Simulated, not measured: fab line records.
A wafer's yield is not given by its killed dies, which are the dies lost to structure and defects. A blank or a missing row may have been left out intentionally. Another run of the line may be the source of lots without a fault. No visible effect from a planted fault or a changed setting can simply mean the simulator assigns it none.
Comparing a struck lot with a sound one :: flow n5Finfet :: 36 out of 1938 route steps
Sound: the wafers L577.1, L577.2, L577.5. Struck: wafer L564.4; the same lot's L564.5 was not struck, so it is left out; see the end for the cause.
At each step with rows: each side's tool, then ch and its chambers, then its first start. Under that, the readings that differ: sound wafers :: struck wafers :: difference of the means :: sigmas: that difference in standard deviations of wafers without a fault.
alike: words and numbers the same on both sides, and readings whose means are apart by under 2 such deviations; not compared: readings that were withheld, readings missing a value for some wafer, numbers with overlapping values and no deviation given by the record, and bounds like >300 which may hide the same value.
Wherever a step has rows on one side only, a row that says differs or no value, or a row with sigmas, the two part there. Numbers that have no deviation but don't overlap get no sigmas and don't part them. A reading that every wafer of one side lacks parts them only if that side has two wafers or more.

first, 9 steps without rows for these wafers: N5_BEOL_M5_ANNEAL_89 (time 1800 s); N5_BEOL_M5_SPUTTER_90 (material Cu, target thk 4.5 nm, time 8.29 s); N5_BEOL_M5_ECD_50 (material Cu, target thk 300 nm); N5_BEOL_M5_ANNEAL_51 (time 90 s); N5_BEOL_M5_CMP_52 (polishes, stops on SiCOH lowk, t overpolish 6.9 s, target thk 62 nm); N5_BEOL_M5_PRE_CLEAN_77 (time 15 s); N5_BEOL_M5_CO_CAP_78 (material Co, precursor CCTBA/H2, target thk 2 nm, time 102.1 s); N5_BEOL_M5_PRE_CLEAN_55 (time 15 s); N5_BEOL_M5_DEP_56 (deposits SiCN from 3MS/NH3, target thk 8 nm, time 14 s).
N5_BEOL_M6_ILD_DEP_00: deposits SiCOH lowk from DEMS/porogen, target thk 179.75 nm, time 33.4 s.
  sound on pecvd-03 ch 1,2, day 14 08:07; struck on pecvd-03 ch 2, day 9 18:59
reading: model.SiCOH_lowk_of_BEOL_M6_ILD_DEP_00.thkNm (nm)
sound: 175.2 174.4 177.2
struck: 189
difference: +13
sigmas: 
  alike: heaterPowerW, showerheadPlenumPTorr, throttleValvePct
then, 1 step without rows for these wafers: N5_BEOL_M6_CURE_74 (cures SiCOH lowk, time 240 s).
N5_BEOL_M6_THK_MEAS_01:
  sound on filmMetro-02 at day 14 08:43; struck on filmMetro-02 at day 9 19:32
reading: M6_ILD_THK (nm)
sound: 151.2 150.3 152.8
struck: 163.1
difference: +11.7
sigmas: +6
then, 23 steps without rows for these wafers: N5_BEOL_M6_PECVD_70 (deposits SiO2 from TEOS/O2, target thk 20 nm, time 22.7 s); N5_BEOL_M6_HM_DEP_02 (deposits TiN, target thk 20 nm); N5_BEOL_M6_COAT_59 (time 60 s, resist thk 100 nm); N5_BEOL_M6_COAT_60 (time 60 s, resist thk 35 nm); N5_BEOL_M6_COAT_05 (resist thk 90 nm); N5_BEOL_M6_EBR_07; N5_BEOL_M6_SOFTBAKE_06 (time 60 s); N5_BEOL_M6_EXPOSE_08 (exposes mask M6); N5_BEOL_M6_PEB_09 (peb time 60 s); N5_BEOL_M6_DEVELOP_10 (develop time 30 s); N5_BEOL_M6_DESCUM_16 (chemistry O2, time 7.9 s); N5_BEOL_M6_ETCH_61 (etches SiARC in CF4, target depth 45.5 nm, time 75.8 s); N5_BEOL_M6_ETCH_62 (etches SOC in N2/H2, target depth 110 nm, overetch 22 nm, time 165 s); N5_BEOL_M6_STRIP_68 (strips in N2/H2); N5_BEOL_M6_STRIP_67 (strips in CF4); N5_BEOL_M6_HM_OPEN_17 (chemistry Cl2/BCl3, target TiN, target depth 20 nm, overetch 6 nm); N5_BEOL_M6_STRIP_19 (strips in O2); N5_BEOL_M6_COAT_63 (time 60 s, resist thk 60 nm); N5_BEOL_M6_COAT_64 (time 60 s, resist thk 12 nm); N5_BEOL_M6_COAT_71 (time 60 s, resist thk 5 nm); N5_BEOL_M6_COAT_22 (resist thk 30 nm); N5_BEOL_M6_EBR_24; N5_BEOL_M6_SOFTBAKE_23 (time 60 s).
N5_BEOL_M6_CMP_52: polishes, stops on SiCOH lowk, t overpolish 6.9 s, target thk 80 nm.
  sound on cmp-03 ch 0,2, day 14 17:46; struck on cmp-03 ch 2, day 10 02:41
reading: model.SiCOH_lowk_of_BEOL_M6_ILD_DEP_00.thkNm (nm)
sound: 148.2 147.4 149.8
struck: 160
difference: +12
sigmas: 
  alike: headPressurePsi, motorCurrentA

WHERE THEY PART
N5_BEOL_M6_THK_MEAS_01 only, going by this record. Later steps at which nothing parts them and some readings are alike: N5_BEOL_M6_CMP_52.

WHY: what had been put in by the simulator
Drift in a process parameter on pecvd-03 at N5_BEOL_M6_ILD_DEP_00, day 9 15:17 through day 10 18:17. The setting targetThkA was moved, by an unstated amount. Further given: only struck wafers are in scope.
